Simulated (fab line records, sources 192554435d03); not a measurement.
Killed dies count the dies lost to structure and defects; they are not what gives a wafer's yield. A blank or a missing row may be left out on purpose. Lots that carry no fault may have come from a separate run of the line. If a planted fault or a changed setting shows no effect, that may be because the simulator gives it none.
Split-lot study :: flow n5 finfet :: 21 wafers read across 7 lots, on a route 1938 steps long

== THE SPLIT ITSELF ==
At N5_SDB_ALD_29 (deposits SiNx, target thk 30 nm, pulse time 1 s, ald cycles 600), the setting ald cycles was moved away from the recipe's 600 on 8 of the 21 wafers read, by -5.0% to +16.2%. The other wafers ran this setting at the recipe's value.

Reading taken at the split's own step.

== THE READING ==
SiNx_of_SDB_ALD_29.thk nm (the simulator's own value, which no gauge read), in nm, at N5_SDB_ALD_29 (deposits SiNx, target thk 30 nm, pulse time 1 s, ald cycles 600). The file does not state a usual value for it. Average 30.0 nm, standard deviation 0.12 nm, over the 13 wafers here run with the recipe.

wafer: L075.1
tool, chamber at the split: ald sin-03, 1,2
ald cycles as run: 646
against the recipe: +7.7%
SiNx_of_SDB_ALD_29.thk nm, nm: 32.4
against lot-mates on the recipe: +2.4

wafer: L075.5
tool, chamber at the split: ald sin-03, 1,2
ald cycles as run: 646
against the recipe: +7.7%
SiNx_of_SDB_ALD_29.thk nm, nm: 32.4
against lot-mates on the recipe: +2.4

wafer: L075.6
tool, chamber at the split: ald sin-03, 1
ald cycles as run: 600
against the recipe: recipe
SiNx_of_SDB_ALD_29.thk nm, nm: 30
against lot-mates on the recipe: -

wafer: L083.2
tool, chamber at the split: ald sin-02, 3
ald cycles as run: 600
against the recipe: recipe
SiNx_of_SDB_ALD_29.thk nm, nm: 30
against lot-mates on the recipe: -

wafer: L083.5
tool, chamber at the split: ald sin-02, 3
ald cycles as run: 653
against the recipe: +8.8%
SiNx_of_SDB_ALD_29.thk nm, nm: 33
against lot-mates on the recipe: +3.0

wafer: L083.6
tool, chamber at the split: ald sin-02, 0
ald cycles as run: 653
against the recipe: +8.8%
SiNx_of_SDB_ALD_29.thk nm, nm: 32.8
against lot-mates on the recipe: +2.8

wafer: L086.2
tool, chamber at the split: ald sin-02, 2
ald cycles as run: 570
against the recipe: -5.0%
SiNx_of_SDB_ALD_29.thk nm, nm: 28.4
against lot-mates on the recipe: -1.5

wafer: L086.3
tool, chamber at the split: ald sin-02, 1
ald cycles as run: 600
against the recipe: recipe
SiNx_of_SDB_ALD_29.thk nm, nm: 29.8
against lot-mates on the recipe: -

wafer: L086.4
tool, chamber at the split: ald sin-02, 0
ald cycles as run: 600
against the recipe: recipe
SiNx_of_SDB_ALD_29.thk nm, nm: 30
against lot-mates on the recipe: -

wafer: L087.1
tool, chamber at the split: ald sin-03, 1
ald cycles as run: 600
against the recipe: recipe
SiNx_of_SDB_ALD_29.thk nm, nm: 30
against lot-mates on the recipe: -

wafer: L087.6
tool, chamber at the split: ald sin-03, 1
ald cycles as run: 600
against the recipe: recipe
SiNx_of_SDB_ALD_29.thk nm, nm: 30
against lot-mates on the recipe: -

wafer: L087.4
tool, chamber at the split: ald sin-03, 0
ald cycles as run: 600
against the recipe: recipe
SiNx_of_SDB_ALD_29.thk nm, nm: 29.8
against lot-mates on the recipe: -

wafer: L090.1
tool, chamber at the split: ald sin-02, 0
ald cycles as run: 648
against the recipe: +8.0%
SiNx_of_SDB_ALD_29.thk nm, nm: 32.2
against lot-mates on the recipe: +2.2

wafer: L090.4
tool, chamber at the split: ald sin-02, 3
ald cycles as run: 648
against the recipe: +8.0%
SiNx_of_SDB_ALD_29.thk nm, nm: 32.4
against lot-mates on the recipe: +2.4

wafer: L090.5
tool, chamber at the split: ald sin-02, 1
ald cycles as run: 600
against the recipe: recipe
SiNx_of_SDB_ALD_29.thk nm, nm: 30
against lot-mates on the recipe: -

wafer: L091.2
tool, chamber at the split: ald sin-03, 2
ald cycles as run: 600
against the recipe: recipe
SiNx_of_SDB_ALD_29.thk nm, nm: 29.8
against lot-mates on the recipe: -

wafer: L091.4
tool, chamber at the split: ald sin-03, 3
ald cycles as run: 600
against the recipe: recipe
SiNx_of_SDB_ALD_29.thk nm, nm: 30.2
against lot-mates on the recipe: -

wafer: L091.6
tool, chamber at the split: ald sin-03, 3
ald cycles as run: 600
against the recipe: recipe
SiNx_of_SDB_ALD_29.thk nm, nm: 30
against lot-mates on the recipe: -

wafer: L095.1
tool, chamber at the split: ald sin-04, 1
ald cycles as run: 600
against the recipe: recipe
SiNx_of_SDB_ALD_29.thk nm, nm: 30
against lot-mates on the recipe: -

wafer: L095.2
tool, chamber at the split: ald sin-04, 2
ald cycles as run: 600
against the recipe: recipe
SiNx_of_SDB_ALD_29.thk nm, nm: 30.2
against lot-mates on the recipe: -

wafer: L095.3
tool, chamber at the split: ald sin-04, 3
ald cycles as run: 697
against the recipe: +16.2%
SiNx_of_SDB_ALD_29.thk nm, nm: 34.8
against lot-mates on the recipe: +4.7
The file does not say which wafer passed through which chamber wherever a row lists several chambers: such a row stands for several wafers.

THE FIT
A straight line over all 21 wafers: SiNx_of_SDB_ALD_29.thk nm changes by +0.307 nm for each +1% of ald cycles; r = +1.00; the points scatter about the line by 0.14 nm.
The same after taking each lot's own level away (the mean of its wafers on the recipe; 21 wafers): +0.302 nm for each +1%; r = +1.00; scatter 0.14 nm.
According to that fit, moving ald cycles by its largest amount changes the reading by 4.9 nm.
Measured against the standard deviation above, the lots' own levels, which go from 29.90 to 30.10 nm, span 1.6 times it.
Consequently the slope shifts little with the lot-to-lot level, the two slopes agreeing.
Check: +5.01 nm against its lot-mates is what the line predicts for one of the wafers moved furthest among these (+16.2%) when that wafer is left out of the fit. It came out at +4.7 nm against them.

== ADDITIONAL SPLITS CARRIED BY THESE WAFERS ==
These wafers also went through other splits before the reading. Each is held against what the fit with the lots' levels taken away leaves over:
other split on the same wafers: N5_SD_EPI_N_PEB_07 peb temp c
wafers away from the commonest value: 5
r with SiNx_of_SDB_ALD_29.thk nm (lot level and that fit taken away): -0.01

other split on the same wafers: N5_SD_EPI_N_ETCH_16 target depth a
wafers away from the commonest value: 6
r with SiNx_of_SDB_ALD_29.thk nm (lot level and that fit taken away): -0.18

other split on the same wafers: N5_SD_EPI_N_EPI_21 temp c
wafers away from the commonest value: 8
r with SiNx_of_SDB_ALD_29.thk nm (lot level and that fit taken away): +0.01

== FILE'S OWN FIT ==
SiNx_of_SDB_ALD_29.thk nm changes by +0.299 nm for each +1% of ald cycles, r = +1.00.
